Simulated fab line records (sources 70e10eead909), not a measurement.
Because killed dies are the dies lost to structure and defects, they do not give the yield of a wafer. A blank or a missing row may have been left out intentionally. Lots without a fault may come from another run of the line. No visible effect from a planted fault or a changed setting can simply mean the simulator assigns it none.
A lot that was struck, set against a sound lot :: flow nandHarc :: 13 out of 1302 route steps
Sound: the wafers L621.2, L621.4, L621.5. The struck wafers were L631.1, L631.3, L631.5. The cause is named last.
Order at every step that has rows: each side's tool, ch and its chambers, its first start. Under that, the readings that differ: sound wafers :: struck wafers :: difference of the means :: sigmas: that difference in standard deviations of wafers without a fault.
alike: same words and numbers on both sides, and readings whose means sit less than 2 such deviations apart. not compared: any withheld reading, any reading some wafer has no value for, any bound like >300 that may hide the same value, and any number with overlapping values for which the record gives no deviation.
The two part at a step that has a row with sigmas, a row that says differs or no value, or rows on one side only. Numbers that have no deviation but don't overlap get no sigmas and don't part them. Lack of a reading on every wafer of one side parts them only where that side has two or more wafers.

first, 1 step without rows for these wafers: NHARC_A_ONON_D1_DEP_19 (target thk 1000 nm).
NHARC_A_ONON_D1_THK_MEAS_21: measures by ellipsometry.
  sound: filmMetro-02 at day 11 10:34; struck: filmMetro-01 at day 15 12:33
  alike: thkNm
next comes 1 step that has no rows for these wafers: NHARC_A_ONON_D1_DEP_22 (target thickness 1000 nm).
NHARC_A_ONON_D1_THK_MEAS_24: measures by ellipsometry.
  sound: filmMetro-02 at day 11 11:07; struck: filmMetro-02 at day 15 13:07
  alike: thkNm
next comes 1 step that has no rows for these wafers: NHARC_A_ONON_D1_DEP_25 (target thickness 1000 nm).
NHARC_A_ONON_D1_THK_MEAS_27: measures by ellipsometry.
  sound: filmMetro-02 at day 11 11:41; struck: filmMetro-01 at day 15 13:41
  alike: thkNm
next comes 1 step that has no rows for these wafers: NHARC_A_ONON_D1_DEP_28 (target thickness 1000 nm).
NHARC_A_ONON_D1_THK_MEAS_30: measures by ellipsometry.
  sound: filmMetro-02 at day 11 12:16; struck: filmMetro-02 at day 15 14:14
  alike: thkNm
NHARC_A_ONON_D1_DEP_33: deposits SiO2, target thk 200 nm.
  sound on pecvd-04 ch 0,1,2, day 11 12:19; struck on pecvd-03 ch 0,1, day 15 14:22
  alike: heaterPowerW, showerheadVppV, throttleValvePct
NHARC_A_ONON_D1_THK_MEAS_34: measures by ellipsometry.
  sound: filmMetro-01 at day 11 12:46; struck: filmMetro-02 at day 15 14:51
  alike: thkNm
NHARC_A_ONON_D1_INSPECT_32:
  sound: defectInspect-01 at day 11 12:49; struck: defectInspect-01 at day 15 14:56
  alike: rawDefectCount
NHARC_A_CHANNEL_HOLE_D1_DEP_00: deposits aC, target thk 3100 nm.
  sound on aclDep-03 ch 0, day 11 15:35; struck on aclDep-03 ch 0, day 15 18:46
  alike: throttleValvePct
NHARC_A_CHANNEL_HOLE_D1_DEP_01: deposits SiON, target thk 140 nm.
  sound on pecvd-04 ch 1,2, day 11 17:12; struck on pecvd-03 ch 0,1,2, day 15 20:41
  alike: heaterPowerW, showerheadVppV

== WHERE THEY PART ==
Nowhere in this record.

WHY: whatever the simulator had introduced
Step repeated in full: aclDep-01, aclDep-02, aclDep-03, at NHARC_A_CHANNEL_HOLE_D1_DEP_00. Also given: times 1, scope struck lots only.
